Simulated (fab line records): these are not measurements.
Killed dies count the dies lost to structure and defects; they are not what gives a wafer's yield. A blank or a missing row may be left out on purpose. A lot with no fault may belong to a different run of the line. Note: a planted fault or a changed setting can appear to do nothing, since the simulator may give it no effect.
Which tool is to blame? | flow nand-harc | 36 wafers from 12 lots sampled at 6 of the route's 1159 steps

WHAT THE GAUGES SHOWED, per wafer
NHARC_P_STI_INSPECT_11.
lot  | measured    | on                | raw-defect-count
L459 | day 2 16:02 | defect-inspect-01 | 9 8 3
L460 | day 2 15:52 | defect-inspect-02 | 5 5 1
L461 | day 3 03:52 | defect-inspect-02 | 7 8 12
L462 | day 3 04:03 | defect-inspect-02 | 5 1 2
L464 | day 3 19:14 | defect-inspect-02 | 5 3 3
L466 | day 4 05:08 | defect-inspect-02 | 10 5 1
L467 | day 4 12:59 | defect-inspect-02 | 3 3 8
L473 | day 6 01:41 | defect-inspect-01 | 747 754 766
L474 | day 6 01:52 | defect-inspect-02 | 770 732 786
L478 | day 7 08:53 | defect-inspect-01 | 6 9 6
L479 | day 7 09:03 | defect-inspect-01 | 4 1 11
L481 | day 7 23:08 | defect-inspect-01 | 4 4 7

NHARC_P_STI_OCD_MEAS_17.
lot  | measured    | on     | trench-depth-nm (nm) | trench-foot-cd-nm (nm)
L459 | day 2 16:44 | ocd-01 | 299 304 299          | 152.5 150.2 155.6
L460 | day 2 16:32 | ocd-02 | 302 296 301          | 156.0 160.8 155.8
L461 | day 3 04:32 | ocd-01 | 296 302 301          | 158.2 157.1 156.5
L462 | day 3 04:43 | ocd-02 | 309 301 306          | 153.7 156.9 154.4
L464 | day 3 19:54 | ocd-02 | 304 304 299          | 157.6 156.7 156.4
L466 | day 4 05:49 | ocd-01 | 301 302 298          | 155.5 155.7 159.4
L467 | day 4 13:39 | ocd-01 | 302 299 300          | 158.6 156.2 157.5
L473 | day 6 02:21 | ocd-02 | 307 307 304          | 156.9 155.0 156.7
L474 | day 6 02:35 | ocd-02 | 303 302 306          | 154.5 156.2 151.5
L478 | day 7 09:33 | ocd-01 | 299 299 301          | 157.3 157.2 155.5
L479 | day 7 09:50 | ocd-01 | 294 298 298          | 154.0 154.9 158.0
L481 | day 7 23:47 | ocd-02 | 302 306 304          | 157.3 154.8 157.1

NHARC_END_SORT_01.
lot  | measured     | on        | killed-at-array | killed-at-other | killed-at-periphery | killed-dies | killed-open | killed-short
L466 | day 21 01:21 | prober-01 | 27 34 19        | 2 5 2           | 7 5 3               | 36 44 24    | 5 2 3       | 4 3 0
L473 | day 22 17:58 | prober-01 | 39 37 21        | 1 0 0           | 44 70 93            | 84 107 114  | 3 1 5       | 2 4 1
L474 | day 23 04:27 | prober-02 | 15 9 13         | 0 0 1           | 41 74 32            | 56 83 46    | 7 1 2       | 2 2 3

WHAT TOOL EACH LOT RAN ON (gives the tool, then ch and the chambers of the sampled wafers, and finally the start)
lot  | NHARC_P_ZERO_WELL_ETCH_62                    | NHARC_P_STI_ETCH_26                | NHARC_P_STI_ETCH_31
L459 | rie-diel-01 ch 1,2, day 1 20:13 or earlier   | wet-bench-09 ch 2,3,5, day 1 20:13 | rie-diel-11 ch 0,1,2, day 2 16:44 or earlier
L460 | rie-diel-10 ch 1,2, day 2 01:53 or earlier   | wet-bench-06 ch 2,3,4, day 2 01:53 | rie-diel-11 ch 1,2,3, day 2 16:32 or earlier
L461 | rie-diel-04 ch 0,2,3, day 2 07:34 or earlier | wet-bench-09 ch 2,4,5, day 2 07:34 | rie-diel-05 ch 2,3, day 3 04:32 or earlier
L462 | rie-diel-10 ch 1,2,3, day 2 13:38 or earlier | wet-bench-06 ch 2,6,7, day 2 13:38 | rie-diel-11 ch 0,3, day 3 04:43 or earlier
L464 | rie-diel-10 ch 0,1, day 3 01:46 or earlier   | wet-bench-09 ch 0,6,7, day 3 01:46 | rie-diel-11 ch 0,3, day 3 19:54 or earlier
L466 | rie-diel-10 ch 0,2,3, day 3 13:45 or earlier | wet-bench-06 ch 0,1,7, day 3 13:45 | rie-diel-03 ch 2,3, day 4 05:49 or earlier
L467 | rie-diel-01 ch 2,3, day 3 20:25 or earlier   | wet-bench-09 ch 0,2,6, day 3 20:25 | rie-diel-11 ch 0,1,3, day 4 13:39 or earlier
L473 | rie-diel-01 ch 0,2, day 5 08:01 or earlier   | wet-bench-04 ch 3,4,5, day 5 08:01 | rie-diel-03 ch 0,2,3, day 6 02:21 or earlier
L474 | rie-diel-01 ch 0,1, day 5 13:39 or earlier   | wet-bench-04 ch 1,4,6, day 5 13:39 | rie-diel-11 ch 2,3, day 6 02:35 or earlier
L478 | rie-diel-10 ch 0,1, day 6 13:37 or earlier   | wet-bench-09 ch 5,6,7, day 6 13:37 | rie-diel-03 ch 0,1,3, day 7 09:33 or earlier
L479 | rie-diel-01 ch 1,2,3, day 6 19:29 or earlier | wet-bench-06 ch 0,3,5, day 6 19:29 | rie-diel-11 ch 1,3, day 7 09:50 or earlier
L481 | rie-diel-04 ch 2,3, day 7 07:43 or earlier   | wet-bench-09 ch 0,4,7, day 7 07:43 | rie-diel-11 ch 1,2,3, day 7 23:47 or earlier
- NHARC_P_ZERO_WELL_ETCH_62: etches the open film in CHF3/Ar, target depth 13 nm, time 6.5 s.
- NHARC_P_STI_ETCH_26: etches SiO2 in dHF, target depth 11 nm.
- NHARC_P_STI_ETCH_31: etches the open film in CF4/CHF3, target depth 108.9 nm, time 54.5 s.

WHAT THE TOOLS THEMSELVES READ (means of the sampled wafers that have a number; where no wafer has one, the mark that the record gives instead)
NHARC_P_ZERO_WELL_ETCH_62.
lot  | tool        | drypump-motor-current-A (A) | mfc-ar-sccm (sccm) | oes-product-au (a.u.) | rf-vpp-V (V) | showerhead-plenum-p-Torr (Torr) | throttle-valve-pct (%)
L459 | rie-diel-01 | 5.5                         | 200.1              | 0.967                 | 371.4        | 2.35                            | 20.212
L460 | rie-diel-10 | 5.4                         | 199.6              | 0.969                 | 373.8        | 2.48                            | 20.214
L461 | rie-diel-04 | 5.5                         | 200.3              | 0.963                 | 370.5        | 2.35                            | 20.218
L462 | rie-diel-10 | 5.4                         | 200.4              | 0.964                 | 373.8        | 2.48                            | 20.207
L464 | rie-diel-10 | 5.8                         | 200.9              | 0.953                 | 369.3        | 2.32                            | 20.215
L466 | rie-diel-10 | 5.5                         | 200.1              | 0.956                 | 372.2        | 2.42                            | 20.210
L467 | rie-diel-01 | 6.3                         | 199.7              | 0.956                 | 371.8        | 2.39                            | 20.211
L473 | rie-diel-01 | 6.4                         | 200.2              | 0.939                 | 373.0        | 2.44                            | 20.207
L474 | rie-diel-01 | 6.1                         | 200.0              | 0.947                 | 373.3        | 2.46                            | 20.209
L478 | rie-diel-10 | 5.6                         | 200.4              | 0.978                 | 370.9        | 2.37                            | 20.213
L479 | rie-diel-01 | 5.9                         | 200.8              | 0.954                 | 371.1        | 2.37                            | 20.217
L481 | rie-diel-04 | 5.4                         | 199.6              | 0.936                 | 370.6        | 2.34                            | 20.217

NHARC_P_STI_ETCH_31.
lot  | tool        | drypump-motor-current-A (A) | mfc-ar-sccm (sccm) | oes-product-au (a.u.) | rf-vpp-V (V) | showerhead-plenum-p-Torr (Torr) | throttle-valve-pct (%)
L459 | rie-diel-11 | 5.5                         | 0.000              | 0.979                 | 371.2        | 1.59                            | 16.801
L460 | rie-diel-11 | 5.3                         | 0.000              | 0.971                 | 371.1        | 1.61                            | 16.811
L461 | rie-diel-05 | 5.5                         | 0.000              | 0.965                 | 369.6        | 1.55                            | 16.805
L462 | rie-diel-11 | 5.4                         | 0.000              | 0.974                 | 369.3        | 1.58                            | 16.794
L464 | rie-diel-11 | 5.6                         | 0.000              | 0.963                 | 370.3        | 1.56                            | 16.805
L466 | rie-diel-03 | 5.4                         | 0.007              | 0.973                 | 373.5        | 1.65                            | 16.805
L467 | rie-diel-11 | 5.4                         | 0.000              | 0.981                 | 370.5        | 1.57                            | 16.799
L473 | rie-diel-03 | 5.6                         | 0.005              | 0.919                 | 371.8        | 1.61                            | 16.801
L474 | rie-diel-11 | 5.4                         | 0.000              | 0.969                 | 372.5        | 1.63                            | 16.813
L478 | rie-diel-03 | 5.8                         | 0.009              | 0.959                 | 371.9        | 1.62                            | 16.805
L479 | rie-diel-11 | 5.2                         | 0.000              | 0.963                 | 370.8        | 1.59                            | 16.801
L481 | rie-diel-11 | 5.3                         | 0.000              | 0.987                 | 371.5        | 1.61                            | 16.797

THE ANSWER, worked out from the rows above alone
Rule: the lots themselves supply what counts as usual. The widest of any qualifying gaps counts: lots, ordered by their means at a reading, are off when they make up no more than a third of the lots, leave a main group of 4 or more, and stand apart from it by 3 or more times the standard deviation of that group's means. A main group is skipped when, at the precision printed for the reading in the tables above, its means are all equal. Also off: a lot with no number at a reading for which 4 or more lots have one. The other lots that the step has rows for count as sound. After the gauges, taken in route order, come the tools' own readings; for these a lot's mean is taken, as printed above. At the first step where some lot is off, the reading lying furthest off is the one used; lots without a number count as furthest.
Off: L473, L474, at NHARC_P_STI_INSPECT_11 (raw-defect-count). For the main group the mean is 5 and the standard deviation 1.8.
A tool fits if, at a process step before that reading, it ran every lot that is off, and no sound lot after the first of them. Those tools and the gauges at NHARC_P_STI_INSPECT_11 are tried in the same way. With no start given for some of its lots, NHARC_P_ZERO_WELL_ETCH_62 uses the hours and lot order of NHARC_P_STI_ETCH_26. One fits: wet-bench-04 at NHARC_P_STI_ETCH_26. It ran no sound lot before its first lot that is off in this sample, so the start can't be narrowed down.

WHAT THE SIMULATOR HAD PUT IN
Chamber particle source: wet-bench-04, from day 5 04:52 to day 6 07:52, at NHARC_P_STI_ETCH_26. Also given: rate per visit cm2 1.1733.
Struck lots among those shown: L473, L474. The rule above reached the same finding.
